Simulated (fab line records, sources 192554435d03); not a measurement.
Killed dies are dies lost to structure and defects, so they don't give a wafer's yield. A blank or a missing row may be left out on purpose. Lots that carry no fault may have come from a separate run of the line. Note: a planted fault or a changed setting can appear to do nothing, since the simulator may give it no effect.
Matching of chambers / flow n5_finfet / N5_SDB_STRIP_21 on rie_diel-06: 4 sister chambers
The step strips in CF4. 4 wafers are shown with their chamber, then 11 later ones without.

## EACH WAFER AND ITS CHAMBER
wafer=L087.5; chamber=0; drypump_motor_current_A (A)=5.8
wafer=L090.3; chamber=2; drypump_motor_current_A (A)=6.3
wafer=L090.4; chamber=1; drypump_motor_current_A (A)=5.4
wafer=L090.5; chamber=3; drypump_motor_current_A (A)=5.2

## WAFERS MISSING THEIR CHAMBER
wafer=L092.1; drypump_motor_current_A (A)=5.2
wafer=L092.2; drypump_motor_current_A (A)=5.4
wafer=L092.5; drypump_motor_current_A (A)=5.4
wafer=L093.1; drypump_motor_current_A (A)=5.8
wafer=L093.2; drypump_motor_current_A (A)=5.4
wafer=L093.5; drypump_motor_current_A (A)=5.8
wafer=L094.1; drypump_motor_current_A (A)=5.4
wafer=L094.2; drypump_motor_current_A (A)=5.2
wafer=L094.4; drypump_motor_current_A (A)=5.8
wafer=L097.1; drypump_motor_current_A (A)=5.5
wafer=L097.4; drypump_motor_current_A (A)=5.2

## EACH ONE'S CHAMBER
wafer=L092.1; from the rows above=3; in truth=3
wafer=L092.2; from the rows above=1; in truth=1
wafer=L092.5; from the rows above=1; in truth=1
wafer=L093.1; from the rows above=0; in truth=0
wafer=L093.2; from the rows above=1; in truth=1
wafer=L093.5; from the rows above=0; in truth=0
wafer=L094.1; from the rows above=1; in truth=1
wafer=L094.2; from the rows above=3; in truth=3
wafer=L094.4; from the rows above=0; in truth=0
wafer=L097.1; from the rows above=1; in truth=1
wafer=L097.4; from the rows above=3; in truth=3
Correctly placed: 11 of 11. Number that these rows cannot place: 0. Placed wrongly: 0.
How it was worked out, from the rows above alone: a wafer's distance from a chamber is the root of the sum, over the readings, of the square of ((its reading less the chamber's mean) divided by the reading's scatter). If the next closest chamber is less than 2 further off than the closest, the wafer can't be placed; otherwise it belongs to the closest. A chamber's mean is the mean of its shown wafers. The scatter: with one shown wafer a chamber, the root of the mean of the squares of how far each hidden wafer lies from its nearest shown one.
